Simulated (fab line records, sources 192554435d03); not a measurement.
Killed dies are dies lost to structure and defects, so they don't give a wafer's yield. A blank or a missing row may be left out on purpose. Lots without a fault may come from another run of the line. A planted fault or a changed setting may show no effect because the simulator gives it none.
Which tool did it? | flow n5_finfet | 9 lots, 27 wafers sampled, at 7 steps of a route of 1938

WHAT THE GAUGES READ, wafer by wafer
N5_BEOL_M0_SAQP_CD_MEAS_29: target cd 14.4 nm.
lot  | measured     | on        | cd_nm (nm)
L999 | day 5 23:17  | cd_sem-01 | 15.16 15.13 15.34
L100 | day 6 06:41  | cd_sem-03 | 14.87 15.24 15.19
L101 | day 6 08:19  | cd_sem-01 | 15.01 14.74 14.99
L103 | day 6 20:47  | cd_sem-03 | 14.94 14.83 15.02
L104 | day 7 08:11  | cd_sem-01 | 15.04 14.99 14.97
L115 | day 10 03:12 | cd_sem-02 | 15.44 15.08 14.94
L119 | day 11 01:49 | cd_sem-01 | 14.85 14.76 14.72
L120 | day 11 03:50 | cd_sem-02 | 15.06 14.91 14.94
L121 | day 11 08:00 | cd_sem-02 | 15.18 15.35 14.95

N5_BEOL_M0_SAQP_INSPECT_42: inspects for defects (brightfield).
lot  | measured     | on                | raw_defect_count
L999 | day 5 23:41  | defect_inspect-01 | 349 272 240
L100 | day 6 07:05  | defect_inspect-02 | 349 288 345
L101 | day 6 08:50  | defect_inspect-01 | 1719 1747 1512
L103 | day 6 21:19  | defect_inspect-02 | 1487 1457 1606
L104 | day 7 08:43  | defect_inspect-02 | 1570 1466 1484
L115 | day 10 03:43 | defect_inspect-02 | 906 517 380
L119 | day 11 02:12 | defect_inspect-02 | 209 243 245
L120 | day 11 04:16 | defect_inspect-01 | 288 261 273
L121 | day 11 08:31 | defect_inspect-01 | 327 440 360

N5_BEOL_M0_CUTY_INSPECT_59: inspects for defects (macro).
lot  | measured     | on                | raw_defect_count
L999 | day 6 00:56  | defect_inspect-01 | 3 3 1
L100 | day 6 08:34  | defect_inspect-01 | 1 3 1
L101 | day 6 10:22  | defect_inspect-01 | >300 >300 >300
L103 | day 6 22:37  | defect_inspect-02 | >300 >300 >300
L104 | day 7 10:06  | defect_inspect-02 | >300 >300 >300
L115 | day 10 05:55 | defect_inspect-01 | 3 1 1
L119 | day 11 03:40 | defect_inspect-02 | 0 1 1
L120 | day 11 05:39 | defect_inspect-02 | 0 1 2
L121 | day 11 10:02 | defect_inspect-01 | 2 3 2

N5_BEOL_M4_RC_MEAS_101.
lot  | measured     | on        | DIBL_N (mV/V)  | DIBL_P (mV/V)  | IOFF_N (nA/um) | IOFF_P (nA/um) | ION_N (uA/um) | ION_P (uA/um) | SS_N (mV/dec)  | SS_P (mV/dec)  | VT_N (mV)   | VT_P (mV)
L999 | day 9 10:38  | prober-02 | 37.8 42.0 34.8 | 36.2 40.1 33.9 | 0.15 0.27 0.13 | 0.21 0.27 0.18 | 666 682 680   | 459 458 468   | 71.6 73.9 71.1 | 72.7 74.7 72.6 | 250 245 252 | -249 -249 -251
L100 | day 10 02:23 | prober-02 | 37.3 33.2 34.2 | 37.3 32.7 34.5 | 0.16 0.11 0.13 | 0.25 0.18 0.20 | 690 685 676   | 480 474 477   | 71.2 70.0 70.5 | 73.6 72.5 72.5 | 248 253 251 | -247 -250 -249
L101 | day 9 21:14  | prober-02 | 35.1 36.8 35.6 | 35.1 37.9 36.8 | 0.14 0.16 0.15 | 0.18 0.22 0.21 | 679 668 680   | 466 460 469   | 71.7 71.1 70.9 | 72.6 74.0 72.8 | 252 253 250 | -252 -251 -249
L103 | day 10 06:55 | prober-02 | 35.6 37.4 34.8 | 35.6 37.6 36.4 | 0.12 0.16 0.13 | 0.20 0.22 0.21 | 653 651 661   | 462 448 462   | 71.6 72.3 70.8 | 72.9 73.5 73.2 | 255 252 253 | -250 -251 -248
L104 | day 10 10:27 | prober-02 | 35.9 37.2 36.9 | 36.8 37.1 37.2 | 0.17 0.17 0.16 | 0.24 0.22 0.23 | 691 664 670   | 476 455 462   | 71.0 72.0 72.5 | 73.7 74.0 74.4 | 249 251 252 | -249 -249 -249
L115 | day 13 05:08 | prober-02 | 36.2 36.8 35.7 | 37.9 38.9 37.4 | 0.19 0.19 0.18 | 0.24 0.25 0.23 | 674 671 679   | 467 464 465   | 71.5 71.4 72.3 | 74.5 73.9 73.9 | 246 248 247 | -247 -248 -247
L119 | day 14 14:19 | prober-02 | 38.1 35.2 35.7 | 37.1 34.2 34.4 | 0.19 0.14 0.14 | 0.25 0.19 0.21 | 669 680 678   | 458 466 474   | 71.4 71.2 71.6 | 73.8 72.6 73.6 | 249 251 249 | -248 -250 -248
L120 | day 14 07:49 | prober-02 | 38.0 39.0 37.8 | 37.2 39.1 36.6 | 0.19 0.23 0.18 | 0.26 0.31 0.25 | 699 682 674   | 472 467 463   | 71.8 71.8 72.4 | 73.5 74.1 73.6 | 249 245 248 | -244 -244 -245
L121 | day 14 16:10 | prober-01 | 37.0 36.8 38.7 | 38.4 38.0 39.6 | 0.17 0.17 0.20 | 0.22 0.24 0.26 | 674 676 694   | 467 459 470   | 71.4 72.2 72.2 | 73.3 74.1 73.6 | 251 248 249 | -250 -248 -248

WHICH TOOL RAN EACH LOT (tool, then ch and the chambers of the sampled wafers, then the start)
lot  | N5_BEOL_M0_SAQP_STRIP_115           | N5_BEOL_M0_SAQP_ETCH_73            | N5_BEOL_M0_SAQP_CUT_ETCH_46
L999 | wet_bench-03 ch 0,2,6, day 5 20:17  | rie_diel-01 ch 0,2, day 5 23:46    | rie_diel-01 ch 0,2, day 5 23:47
L100 | wet_bench-03 ch 1,3,4, day 6 03:26  | rie_diel-03 ch 2,3, day 6 07:10    | rie_diel-03 ch 2,3, day 6 07:12
L101 | wet_bench-03 ch 3,4,6, day 6 05:20  | rie_diel-03 ch 2,3, day 6 09:02    | rie_diel-03 ch 2,3, day 6 09:04
L103 | wet_bench-03 ch 0,1,7, day 6 17:55  | rie_diel-06 ch 0,3, day 6 21:26    | rie_diel-06 ch 0,3, day 6 21:28
L104 | wet_bench-03 ch 4,6,7, day 7 04:01  | rie_diel-01 ch 0,1,3, day 7 08:47  | rie_diel-01 ch 0,1,3, day 7 08:49
L115 | wet_bench-03 ch 0,3,6, day 9 23:46  | rie_diel-03 ch 1,2,3, day 10 03:52 | rie_diel-03 ch 1,2,3, day 10 03:55
L119 | wet_bench-01 ch 0,1,2, day 10 21:42 | rie_diel-01 ch 0,1,3, day 11 02:17 | rie_diel-01 ch 0,1,3, day 11 02:19
L120 | wet_bench-03 ch 5,6,7, day 11 00:12 | rie_diel-01 ch 1,2,3, day 11 04:20 | rie_diel-01 ch 1,2,3, day 11 04:22
L121 | wet_bench-01 ch 1,5,6, day 11 04:42 | rie_diel-06 ch 2,3, day 11 08:38   | rie_diel-06 ch 2,3, day 11 08:40
- N5_BEOL_M0_SAQP_STRIP_115: strips in post etch residue remover, time 60 s.
- N5_BEOL_M0_SAQP_ETCH_73: etches SiARC in CF4, target depth 19.5 nm, time 32.5 s.
- N5_BEOL_M0_SAQP_CUT_ETCH_46: etches SOC in N2/H2, target depth 135 nm, overetch 27 nm, time 202.5 s.

WHAT THE TOOLS THEMSELVES READ (means of the sampled wafers that have a number; where no wafer has one, the mark that the record gives instead)
N5_BEOL_M0_SAQP_ETCH_73.
lot  | tool        | drypump_motor_current_A (A) | etch_rf_on_time_s (s) | oes_product_au (a.u.) | rf_vpp_V (V) | showerhead_plenum_p_Torr (Torr) | throttle_valve_pct (%)
L999 | rie_diel-01 | 6.0                         | 33.3                  | 0.66                  | 185.2        | 2.21                            | 15.68
L100 | rie_diel-03 | 5.0                         | 32.0                  | 0.69                  | 184.0        | 2.13                            | 15.46
L101 | rie_diel-03 | 5.0                         | 31.9                  | 0.69                  | 183.9        | 2.13                            | 15.47
L103 | rie_diel-06 | 6.4                         | 33.2                  | 0.75                  | 184.1        | 2.18                            | 15.19
L104 | rie_diel-01 | 6.0                         | 32.7                  | 0.66                  | 183.5        | 2.10                            | 15.61
L115 | rie_diel-03 | 4.9                         | 32.0                  | 0.67                  | 183.5        | 2.09                            | 15.64
L119 | rie_diel-01 | 6.0                         | 32.6                  | 0.64                  | 183.1        | 2.09                            | 15.66
L120 | rie_diel-01 | 6.0                         | 32.6                  | 0.66                  | 184.1        | 2.12                            | 15.61
L121 | rie_diel-06 | 5.9                         | 33.5                  | 0.62                  | 185.0        | 2.20                            | 15.67

N5_BEOL_M0_SAQP_CUT_ETCH_46.
lot  | tool        | drypump_motor_current_A (A) | n2_flow_sccm (sccm) | rf_vpp_V (V) | showerhead_plenum_p_Torr (Torr) | throttle_valve_pct (%)
L999 | rie_diel-01 | 5.9                         | 200.2               | 526.8        | 2.63                            | 17.78
L100 | rie_diel-03 | 5.0                         | 199.5               | 522.5        | 2.54                            | 17.86
L101 | rie_diel-03 | 5.0                         | 199.9               | 524.0        | 2.54                            | 17.85
L103 | rie_diel-06 | 6.4                         | 200.1               | 525.5        | 2.59                            | 17.39
L104 | rie_diel-01 | 6.1                         | 199.9               | 521.6        | 2.48                            | 17.77
L115 | rie_diel-03 | 4.9                         | 199.8               | 521.7        | 2.49                            | 17.96
L119 | rie_diel-01 | 6.0                         | 199.7               | 521.7        | 2.47                            | 17.81
L120 | rie_diel-01 | 6.0                         | 199.9               | 523.2        | 2.52                            | 17.73
L121 | rie_diel-06 | 6.0                         | 200.0               | 526.0        | 2.60                            | 17.77

THE ANSWER, worked out from the rows above alone
Rule: what is usual is taken from the lots themselves. Put in order of their means at a reading, lots are off if they are a third of the lots or fewer, leave a main group of 4 or more, and stand apart from it by a gap of 3 or more times the standard deviation of the main group's means; of several such gaps the widest counts. A main group whose means are all the same, to the digits that the tables above print for the reading, isn't used. A lot without any number at a reading at which 4 lots or more have one is off too. The other lots that the step has rows for count as sound. The gauges are gone through in route order, then the tools' own readings, and for those a lot's mean is taken as printed above. The first step at which some lot is off is used, and at that step the reading that is off furthest; a lot without a number counts as furthest.
Off: L101, L103, L104, at N5_BEOL_M0_SAQP_INSPECT_42 (raw_defect_count). The main group: mean 350, standard deviation 1.2e+02.
A tool fits if, at a process step before that reading, it ran every lot that is off, and no sound lot after the first of them. The gauges at N5_BEOL_M0_SAQP_INSPECT_42 are tried like those tools. None of those tried fits.

WHAT THE SIMULATOR HAD PUT IN
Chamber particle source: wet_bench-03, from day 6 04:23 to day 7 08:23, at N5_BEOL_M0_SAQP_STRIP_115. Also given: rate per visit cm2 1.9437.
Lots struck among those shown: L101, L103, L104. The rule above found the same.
